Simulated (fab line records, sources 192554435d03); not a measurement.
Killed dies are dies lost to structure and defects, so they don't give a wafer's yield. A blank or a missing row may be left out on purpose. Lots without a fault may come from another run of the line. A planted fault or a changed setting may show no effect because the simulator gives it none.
Which tool did it? | flow n5_finfet | 12 lots, 36 wafers sampled, at 6 steps of a route of 1938

WHAT THE GAUGES READ, wafer by wafer
N5_BEOL_M6_OVL_MEAS_29.
lot  | measured     | on         | V5_OVL (nm)
L075 | day 8 13:19  | overlay-02 | 0.6 0.8 1.2
L077 | day 9 05:41  | overlay-02 | 0.1 0.7 -1.0
L080 | day 9 20:23  | overlay-01 | 0.1 0.6 -0.3
L081 | day 10 06:10 | overlay-02 | 0.7 -1.1 -0.4
L083 | day 10 23:20 | overlay-01 | 0.0 0.0 -0.3
L086 | day 11 08:37 | overlay-01 | 0.6 0.8 1.2
L087 | day 11 22:35 | overlay-01 | -0.1 -1.0 1.4
L089 | day 12 11:39 | overlay-01 | 0.1 -0.7 0.4
L091 | day 13 01:46 | overlay-01 | -0.2 0.4 0.0
L093 | day 13 10:57 | overlay-01 | -0.2 -0.1 -0.3
L095 | day 13 17:55 | overlay-01 | -0.1 -0.6 -0.2
L097 | day 14 08:24 | overlay-01 | -1.1 -0.7 -0.8

WHICH TOOL RAN EACH LOT (tool, then ch and the chambers of the sampled wafers, then the start)
lot  | N5_BEOL_M5_DEGAS_44          | N5_BEOL_M5_PRE_CLEAN_45      | N5_BEOL_M5_SPUTTER_81        | N5_BEOL_M5_PRE_CLEAN_77          | N5_BEOL_M6_HM_OPEN_17
L075 | pvd_sputter-02, day 8 02:57  | pvd_sputter-02, day 8 02:59  | pvd_sputter-02, day 8 05:04  | cvd_co-01 ch 0,1,2, day 8 09:31  | rie_metal-03 ch 0,1, day 8 11:50
L077 | pvd_sputter-01, day 8 20:09  | pvd_sputter-01, day 8 20:11  | pvd_sputter-01, day 8 22:00  | cvd_co-02 ch 0,2, day 9 02:05    | rie_metal-02 ch 0,1, day 9 05:08
L080 | pvd_sputter-01, day 9 10:08  | pvd_sputter-01, day 9 10:11  | pvd_sputter-01, day 9 12:14  | cvd_co-01 ch 0,1, day 9 16:19    | rie_metal-02 ch 0,1, day 9 19:10
L081 | pvd_sputter-02, day 9 20:40  | pvd_sputter-02, day 9 20:43  | pvd_sputter-03, day 9 22:28  | cvd_co-02 ch 0,1,2, day 10 02:37 | rie_metal-02 ch 0,1, day 10 05:04
L083 | pvd_sputter-01, day 10 11:28 | pvd_sputter-01, day 10 11:30 | pvd_sputter-03, day 10 13:47 | cvd_co-02 ch 1,2, day 10 17:58   | rie_metal-01 ch 0,1, day 10 21:06
L086 | pvd_sputter-01, day 10 23:31 | pvd_sputter-01, day 10 23:33 | pvd_sputter-01, day 11 01:14 | cvd_co-02 ch 0,1,2, day 11 05:25 | rie_metal-03 ch 0,1, day 11 07:20
L087 | pvd_sputter-02, day 11 12:59 | pvd_sputter-02, day 11 13:01 | pvd_sputter-01, day 11 14:39 | cvd_co-01 ch 0,2, day 11 18:48   | rie_metal-01 ch 0,1, day 11 21:25
L089 | pvd_sputter-01, day 12 00:17 | pvd_sputter-01, day 12 00:20 | pvd_sputter-01, day 12 02:05 | cvd_co-01 ch 0,1,2, day 12 06:16 | rie_metal-03 ch 0,1, day 12 09:20
L091 | pvd_sputter-01, day 12 15:26 | pvd_sputter-01, day 12 15:29 | pvd_sputter-02, day 12 17:11 | cvd_co-02 ch 0,1,2, day 12 21:17 | rie_metal-01 ch 0,1, day 13 01:13
L093 | pvd_sputter-03, day 13 00:39 | pvd_sputter-03, day 13 00:41 | pvd_sputter-03, day 13 02:29 | cvd_co-01 ch 0,2, day 13 06:34   | rie_metal-02 ch 0,1, day 13 09:31
L095 | pvd_sputter-03, day 13 06:53 | pvd_sputter-03, day 13 06:55 | pvd_sputter-02, day 13 08:34 | cvd_co-02 ch 0,2, day 13 12:41   | rie_metal-02 ch 0,1, day 13 17:21
L097 | pvd_sputter-03, day 13 19:52 | pvd_sputter-03, day 13 19:54 | pvd_sputter-03, day 13 23:25 | cvd_co-01 ch 0,1,2, day 14 03:32 | rie_metal-02 ch 0,1, day 14 06:05
- N5_BEOL_M5_DEGAS_44: time 60 s.
- N5_BEOL_M5_PRE_CLEAN_45: time 30 s.
- N5_BEOL_M5_SPUTTER_81: material Cu, target thk 15 nm, time 27.62 s.
- N5_BEOL_M5_PRE_CLEAN_77: time 15 s.
- N5_BEOL_M6_HM_OPEN_17: chemistry Cl2/BCl3, target TiN, target depth 20 nm, overetch 6 nm.

THE ANSWER, worked out from the rows above alone
Rule: what is usual is taken from the lots themselves. Put in order of their means at a reading, lots are off if they are a third of the lots or fewer, leave a main group of 4 or more, and stand apart from it by a gap of 3 or more times the standard deviation of the main group's means; of several such gaps the widest counts. A main group whose means are all the same, to the digits that the tables above print for the reading, isn't used. A lot without any number at a reading at which 4 lots or more have one is off too. The other lots that the step has rows for count as sound.
No lot is off at any reading shown: from this, nothing can be told.

WHAT THE SIMULATOR HAD PUT IN
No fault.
